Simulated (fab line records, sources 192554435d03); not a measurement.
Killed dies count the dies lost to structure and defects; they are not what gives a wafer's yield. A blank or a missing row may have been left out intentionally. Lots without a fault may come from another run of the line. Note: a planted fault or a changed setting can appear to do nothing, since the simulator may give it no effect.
Split-lot study + flow n5_finfet + on a route of 1938 steps: 7 lots, 21 wafers read

## THE SPLIT ITSELF
At N5_BEOL_M11_EXPOSE_08 (exposes mask M11), the setting dose_mj was moved away from the recipe's 53.75 on 11 of the 21 wafers read, by -7.4% to +7.1%. This setting was run at the recipe's value on the other wafers.

## FROM THE SPLIT TO THE READING: what the file shows between them, 21 steps
- N5_BEOL_M11_PEB_09: peb time 60 s
- N5_BEOL_M11_DEVELOP_10: develop time 30 s
- N5_BEOL_M11_CD_MEAS_11: target cd 64.1 nm
- N5_BEOL_M11_DESCUM_16: chemistry O2, time 7.9 s
- N5_BEOL_M11_ETCH_61: etches SiARC in CF4, target depth 39 nm, time 65 s
- N5_BEOL_M11_ETCH_62: etches SOC in N2/H2, target depth 110 nm, overetch 22 nm, time 165 s
- N5_BEOL_M11_STRIP_68: strips in N2/H2
- N5_BEOL_M11_STRIP_67: strips in CF4
- N5_BEOL_M11_HM_OPEN_17: chemistry Cl2/BCl3, target TiN, target depth 20 nm, overetch 6 nm
- N5_BEOL_M11_STRIP_19: strips in O2
- N5_BEOL_M11_CD_MEAS_18: pitch 140 nm, target cd 70 nm
- N5_BEOL_M11_ETCH_66: etches SOC in N2/H2, target depth 120 nm, overetch 24 nm, time 180 s (also split here: time_s)
- N5_BEOL_M11_STRIP_69: strips in N2/H2
- N5_BEOL_M11_VIA_ETCH_34: etches SiCOH lowk in C4F6/O2, target depth 184.5 nm, time 69.2 s
- N5_BEOL_M11_STRIP_73: strips in C4F6/O2
- N5_BEOL_M11_STRIP_36: strips in N2/H2
- N5_BEOL_M11_TRENCH_ETCH_37: etches SiCOH lowk in C4F6/O2, target depth 148.83 nm, time 48 s
- N5_BEOL_M11_ETCH_41: etches SiCN in CH3F/O2, target depth 42.6 nm, time 86 s (also split here: time_s)
- N5_BEOL_M11_STRIP_77: strips in N2/H2, time 10 s
- N5_BEOL_M11_PRECLEAN_42: cleans in residue remover, time 60 s
- N5_BEOL_M11_SRD_43: time 30 s

## THE READING
At N5_BEOL_M11_CD_MEAS_35: cd_nm in nanometres, against a target cd of 70 nm. On this fab line, fault-free wafers typically give 69.9 nm with a standard deviation of 0.69 nm.

| wafer  | tool, chamber at the split | dose_mj as run | against the recipe | cd_nm, nm | against lot-mates on the recipe |
|--------|----------------------------|----------------|--------------------|-----------|---------------------------------|
| L076.1 | arfi_scanner-03, 0         | 53.75          | recipe             | 68.4      | -                               |
| L076.2 | arfi_scanner-03, 0         | 53.75          | recipe             | 68.9      | -                               |
| L076.5 | arfi_scanner-03, 0         | 49.75          | -7.4%              | 64.5      | -4.2                            |
| L077.2 | arfi_scanner-02, 0         | 53.75          | recipe             | 69.9      | -                               |
| L077.3 | arfi_scanner-02, 0         | 52.32          | -2.7%              | 69.3      | -0.8                            |
| L077.4 | arfi_scanner-02, 0         | 53.75          | recipe             | 70.3      | -                               |
| L085.2 | arfi_scanner-03, 0         | 53.75          | recipe             | 70.2      | -                               |
| L085.3 | arfi_scanner-03, 0         | 50.58          | -5.9%              | 67.5      | -2.7                            |
| L085.5 | arfi_scanner-03, 0         | 50.58          | -5.9%              | 67.5      | -2.7                            |
| L089.1 | arfi_scanner-01, 0         | 54.97          | +2.3%              | 72.2      | +1.6                            |
| L089.4 | arfi_scanner-01, 0         | 53.75          | recipe             | 70.6      | -                               |
| L089.5 | arfi_scanner-01, 0         | 54.97          | +2.3%              | 71.4      | +0.8                            |
| L094.2 | arfi_scanner-02, 0         | 57.54          | +7.1%              | 74.7      | +3.6                            |
| L094.4 | arfi_scanner-02, 0         | 57.54          | +7.1%              | 74.3      | +3.2                            |
| L094.6 | arfi_scanner-02, 0         | 53.75          | recipe             | 71.1      | -                               |
| L096.2 | arfi_scanner-01, 0         | 53.75          | recipe             | 70.5      | -                               |
| L096.5 | arfi_scanner-01, 0         | 53.75          | recipe             | 70.3      | -                               |
| L096.6 | arfi_scanner-01, 0         | 53.75          | recipe             | 70.3      | -                               |
| L097.2 | arfi_scanner-03, 0         | 55.69          | +3.6%              | 73.0      | no lot-mate on the recipe       |
| L097.4 | arfi_scanner-03, 0         | 55.69          | +3.6%              | 71.2      | no lot-mate on the recipe       |
| L097.5 | arfi_scanner-03, 0         | 55.69          | +3.6%              | 71.2      | no lot-mate on the recipe       |

THE FIT
A straight line over all 21 wafers: cd_nm changes by +0.578 nm for each +1% of dose_mj; r = +0.94; the points scatter about the line by 0.83 nm.
The same after taking each lot's own level away (the mean of its wafers on the recipe; 18 wafers): +0.489 nm for each +1%; r = +0.99; scatter 0.28 nm.
That fit puts the effect of the largest move of dose_mj on the reading at 3.6 nm.
Measured against the standard deviation above, the lots' own levels, which go from 68.65 to 71.10 nm, span 3.6 times it.
So the lot-to-lot level changes the slope: the two fits differ.
Check: -3.42 nm against its lot-mates is what the line predicts for one of the wafers moved furthest among these (-7.4%) when that wafer is left out of the fit. Against them it came out at -4.15 nm.

## OTHER SPLITS APPLIED TO THESE WAFERS
These wafers also went through other splits before the reading. Each is held against what the fit with the lots' levels taken away leaves over:
| other split on the same wafers | wafers away from the commonest value | r with cd_nm (lot level and that fit taken away) |
|--------------------------------|--------------------------------------|--------------------------------------------------|
| N5_BEOL_M11_ETCH_66 time_s     | 8                                    | -0.21                                            |
| N5_BEOL_M11_ETCH_41 time_s     | 8                                    | -0.33                                            |

## THE WHOLE CHAIN: every reading that the file lists as answering this split, in the file's order
| step                   | what it does                                                         | reading                                                                | change (the file's fit)               | r (the file's) |
|------------------------|----------------------------------------------------------------------|------------------------------------------------------------------------|---------------------------------------|----------------|
| N5_BEOL_M11_CD_MEAS_11 | target cd 64.1 nm                                                    | cd_nm                                                                  | +0.449 nm for each +1% of the setting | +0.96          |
| N5_BEOL_M11_ETCH_61    | etches SiARC in CF4, target depth 39 nm, time 65 s                   | BEOL_M11.cd_offset_nm (the simulator's own value, which no gauge read) | +0.465 nm for each +1% of the setting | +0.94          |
| N5_BEOL_M11_ETCH_62    | etches SOC in N2/H2, target depth 110 nm, overetch 22 nm, time 165 s | BEOL_M11.cd_offset_nm (the simulator's own value, which no gauge read) | +0.445 nm for each +1% of the setting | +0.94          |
| N5_BEOL_M11_CD_MEAS_18 | pitch 140 nm, target cd 70 nm                                        | cd_nm                                                                  | +0.463 nm for each +1% of the setting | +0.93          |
| N5_BEOL_M11_CD_MEAS_35 | target cd 70 nm                                                      | cd_nm                                                                  | +0.494 nm for each +1% of the setting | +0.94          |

## THE FILE'S OWN FIT
cd_nm changes by +0.494 nm for each +1% of dose_mj, r = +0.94.
